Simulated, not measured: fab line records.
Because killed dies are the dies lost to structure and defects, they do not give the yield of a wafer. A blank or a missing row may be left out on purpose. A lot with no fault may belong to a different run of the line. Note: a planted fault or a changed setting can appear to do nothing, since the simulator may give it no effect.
Chamber matching	flow n5-finfet	N5_BEOL_M5_CURE_80 on uv-cure-02: 3 sister chambers
The step cures SiCOH lowk, time 120 s. 6 wafers are shown with their chamber, then 12 later ones without.

== WAFERS, EACH WITH ITS CHAMBER ==
wafer	chamber	wafer_temp_C_max	lamp-power-pct (%)
L081.5	0	371.8	52.33
L081.6	0	371.4	52.40
L084.4	1	370.9	52.30
L084.5	1	371.2	52.28
L086.4	2	373.1	52.36
L086.5	2	374.0	52.25

== WAFERS WITHOUT THEIR CHAMBER ==
wafer	wafer_temp_C_max	lamp-power-pct (%)
L087.1	371.2	52.27
L087.4	371.6	52.26
L087.5	371.2	52.26
L094.1	372.2	52.27
L094.3	373.2	52.26
L094.5	373.6	52.28
L094.2	372.4	52.40
L094.4	373.5	52.31
L094.6	372.6	52.29
L095.1	371.3	52.31
L095.4	371.3	52.35
L095.5	371.3	52.23

== WHICH CHAMBER EACH ONE RAN IN ==
wafer	from the rows above	in truth
L087.1	can't be placed: 1 or 0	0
L087.4	can't be placed: 1 or 0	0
L087.5	can't be placed: 1 or 0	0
L094.1	can't be placed: 0 or 1 or 2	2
L094.3	2	2
L094.5	2	2
L094.2	can't be placed: 0 or 2 or 1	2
L094.4	2	2
L094.6	can't be placed: 2 or 0 or 1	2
L095.1	can't be placed: 1 or 0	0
L095.4	can't be placed: 0 or 1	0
L095.5	can't be placed: 1 or 0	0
3 of 12 placed correctly. These rows do not allow placing 9 (true chamber among the candidates in 9). Number placed wrongly: 0.
How it was worked out, from the rows above alone: a wafer's distance from a chamber is the root of the sum, over the readings, of the square of ((its reading less the chamber's mean) divided by the reading's scatter). The wafer belongs to the nearest chamber; if the next one is less than 2 further off, it can't be placed. A chamber's mean is the mean of its shown wafers. The scatter: take each reading less its chamber's mean, square it, sum over the shown wafers, divide by the number of wafers less the number of chambers, and take the root.
